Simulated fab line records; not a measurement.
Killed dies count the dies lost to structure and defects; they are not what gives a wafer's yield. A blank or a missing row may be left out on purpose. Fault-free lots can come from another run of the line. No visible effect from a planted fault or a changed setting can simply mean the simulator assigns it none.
8D (eight disciplines) problem report, filled in by code + flow n5 finfet + the parts of the form that need people (team, actions taken, sign-off) are left out

## 1. WHAT WENT WRONG
Across 6 wafers from 2 lots, M11_OVL at N5_BEOL_M11_OVL_MEAS_12 averages 5.7 nm, while fault-free wafers read 0.0 nm with a standard deviation of 0.97. That puts it +5.9 standard deviations away from the usual mean.
Earliest sighting: wafer L865.2 on overlay-02 at day 13 22:29. The record holds 35 wafers of 12 lots with a number at this step. The rule behind "out" and "out of limits": a value lying over 4 standard deviations away from the usual mean. Any other wafer with a number is counted as sound.

## 2. WHAT IT IS AND WHAT IT IS NOT
| question                    | is                     | is not                                                                          |
|-----------------------------|------------------------|---------------------------------------------------------------------------------|
| which readings at this step | M11_OVL                | -                                                                               |
| which lots                  | L865, L872             | L855, L856, L857, L858, L859, L860, L861, L875, L876, L878                      |
| which wafers of those lots  | all that have a number | -                                                                               |
| read on which gauges        | overlay-01, overlay-02 | -                                                                               |
| when                        | from day 13 22:29      | up to then (20 sound wafers); but 9 sound wafers of L875, L876, L878 came after |

## 3. WHAT RULES OUT EACH SUSPECT
Counting: a tool stays on the suspect list if, at a process step up to the reading, it processed all lots that are out and no sound lot following the first of them.
- ruled out: the gauge at N5_BEOL_M11_OVL_MEAS_12. Those wafers that are out were read across 2 gauges (overlay-01, overlay-02).
- uv cure-01 at N5_BEOL_M10_CURE_72 (cures SiCOH lowk, time 120 s): ruled out as a lasting fault. Sound lots L876 ran on it after its first lot that is out, L865 (day 13 14:52).
- arfi scanner-02 at N5_BEOL_M11_EXPOSE_08 (exposes mask M11): kept. It ran every lot that is out, first L865 (day 13 22:20), and no sound lot after that; its last sound lot up to then is L861 (day 12 17:35).
The count leaves arfi scanner-02 at N5_BEOL_M11_EXPOSE_08.

## 4. THE CAUSE (what the simulator had put in)
Scanner matching overlay: arfi scanner-02, from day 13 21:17 on, at N5_BEOL_M11_EXPOSE_08. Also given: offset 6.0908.
Only this tool survived the counting.

## 5. THE CHAIN OF EFFECTS, in route order
Each row: a reading where the mean over the struck wafers with a number is more than 3 standard deviations away from the usual. Only readings for which the record gives a usual standard deviation are gone through. hours: the time from each lot's start at the first step in this table that gives one to its start at this step, as a median over the lots. sigmas: the change in usual standard deviations.
| hours | step                    | reading | usual  | on struck wafers | change | sigmas |
|-------|-------------------------|---------|--------|------------------|--------|--------|
| 0     | N5_BEOL_M11_OVL_MEAS_12 | M11_OVL | 0.0 nm | 5.7              | +5.7   | +5.9   |

## 6. WHAT WOULD HAVE CAUGHT IT SOONER
In this record the first reading out of limits at a measuring or inspecting step was taken at day 13 22:29, 1 hour after the fault began at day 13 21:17.
Lots out: 2; of these, L872 started N5_BEOL_M11_EXPOSE_08 on arfi scanner-02 after day 13 22:29. A hold on the tool at that time would have spared it.
